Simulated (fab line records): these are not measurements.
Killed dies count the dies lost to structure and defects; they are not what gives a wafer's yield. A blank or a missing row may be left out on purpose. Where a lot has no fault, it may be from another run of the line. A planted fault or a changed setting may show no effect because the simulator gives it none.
Chamber matching :: flow nandHarc :: 3 sister chambers for NHARC_P_M1_DEP_33 on pecvd-01
The step deposits SiCN, target thk 30 nm. 20 wafers are shown with their chamber, then 10 later ones without.

WAFERS PAIRED WITH THEIR CHAMBERS
wafer: L078.2
chamber: 1
heaterPowerW (W): 546
rfFwdPowerW (W): 448.4

wafer: L078.5
chamber: 0
heaterPowerW (W): 691
rfFwdPowerW (W): 449.4

wafer: L078.6
chamber: 1
heaterPowerW (W): 557
rfFwdPowerW (W): 450.0

wafer: L079.1
chamber: 1
heaterPowerW (W): 536
rfFwdPowerW (W): 446.5

wafer: L079.5
chamber: 1
heaterPowerW (W): 551
rfFwdPowerW (W): 447.8

wafer: L079.6
chamber: 2
heaterPowerW (W): 558
rfFwdPowerW (W): 448.8

wafer: L081.2
chamber: 2
heaterPowerW (W): 547
rfFwdPowerW (W): 450.6

wafer: L081.3
chamber: 1
heaterPowerW (W): 547
rfFwdPowerW (W): 449.2

wafer: L081.5
chamber: 0
heaterPowerW (W): 750
rfFwdPowerW (W): 451.3

wafer: L082.1
chamber: 1
heaterPowerW (W): 477
rfFwdPowerW (W): 448.4

wafer: L082.4
chamber: 1
heaterPowerW (W): 483
rfFwdPowerW (W): 448.5

wafer: L082.5
chamber: 0
heaterPowerW (W): 681
rfFwdPowerW (W): 448.4

wafer: L085.1
chamber: 1
heaterPowerW (W): 559
rfFwdPowerW (W): 448.9

wafer: L085.2
chamber: 0
heaterPowerW (W): 732
rfFwdPowerW (W): 445.9

wafer: L085.3
chamber: 2
heaterPowerW (W): 584
rfFwdPowerW (W): 449.2

wafer: L087.2
chamber: 1
heaterPowerW (W): 487
rfFwdPowerW (W): 447.7

wafer: L087.5
chamber: 0
heaterPowerW (W): 762
rfFwdPowerW (W): 447.2

wafer: L087.6
chamber: 2
heaterPowerW (W): 546
rfFwdPowerW (W): 448.4

wafer: L089.1
chamber: 1
heaterPowerW (W): 506
rfFwdPowerW (W): 447.9

wafer: L089.3
chamber: 2
heaterPowerW (W): 523
rfFwdPowerW (W): 450.7

SIGNATURES, as means of the wafers listed above
reading: heaterPowerW
chamber 0: 723.20
chamber 1: 524.90
chamber 2: 551.60
scatter within a chamber: 31.5

reading: rfFwdPowerW
chamber 0: 448.440
chamber 1: 448.330
chamber 2: 449.540
scatter within a chamber: 1.32
Rule: distance of a wafer from a chamber = root of the sum over the readings of ((wafer's reading minus chamber's mean) / reading's scatter) squared. If the next closest chamber is less than 2 further off than the closest, the wafer can't be placed; otherwise it belongs to the closest. The scatter is the square root of a quotient: the sum, over the shown wafers, of each reading's squared deviation from its chamber's mean, divided by wafers minus chambers.

WAFERS WITH NO CHAMBER GIVEN
wafer: L089.5
heaterPowerW (W): 511
rfFwdPowerW (W): 448.8

wafer: L088.1
heaterPowerW (W): 536
rfFwdPowerW (W): 448.7

wafer: L088.2
heaterPowerW (W): 655
rfFwdPowerW (W): 449.6

wafer: L088.3
heaterPowerW (W): 556
rfFwdPowerW (W): 447.3

wafer: L090.3
heaterPowerW (W): 565
rfFwdPowerW (W): 448.9

wafer: L090.4
heaterPowerW (W): 553
rfFwdPowerW (W): 447.1

wafer: L090.6
heaterPowerW (W): 739
rfFwdPowerW (W): 452.0

wafer: L097.1
heaterPowerW (W): 560
rfFwdPowerW (W): 448.0

wafer: L097.5
heaterPowerW (W): 584
rfFwdPowerW (W): 448.5

wafer: L097.6
heaterPowerW (W): 766
rfFwdPowerW (W): 447.3

THE CHAMBER EACH PASSED THROUGH
wafer: L089.5
from the rows above: can't be placed: 1 or 2
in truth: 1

wafer: L088.1
from the rows above: can't be placed: 1 or 2
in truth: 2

wafer: L088.2
from the rows above: can't be placed: 0 or 2 or 1
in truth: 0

wafer: L088.3
from the rows above: can't be placed: 1 or 2
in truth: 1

wafer: L090.3
from the rows above: can't be placed: 2 or 1
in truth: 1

wafer: L090.4
from the rows above: can't be placed: 1 or 2
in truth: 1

wafer: L090.6
from the rows above: 0
in truth: 0

wafer: L097.1
from the rows above: can't be placed: 1 or 2
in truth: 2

wafer: L097.5
from the rows above: can't be placed: 2 or 1
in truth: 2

wafer: L097.6
from the rows above: 0
in truth: 0
2 of 10 placed correctly. From these rows, 8 cannot be placed; in 8 the true chamber is one of the candidates. Placed wrongly: 0.
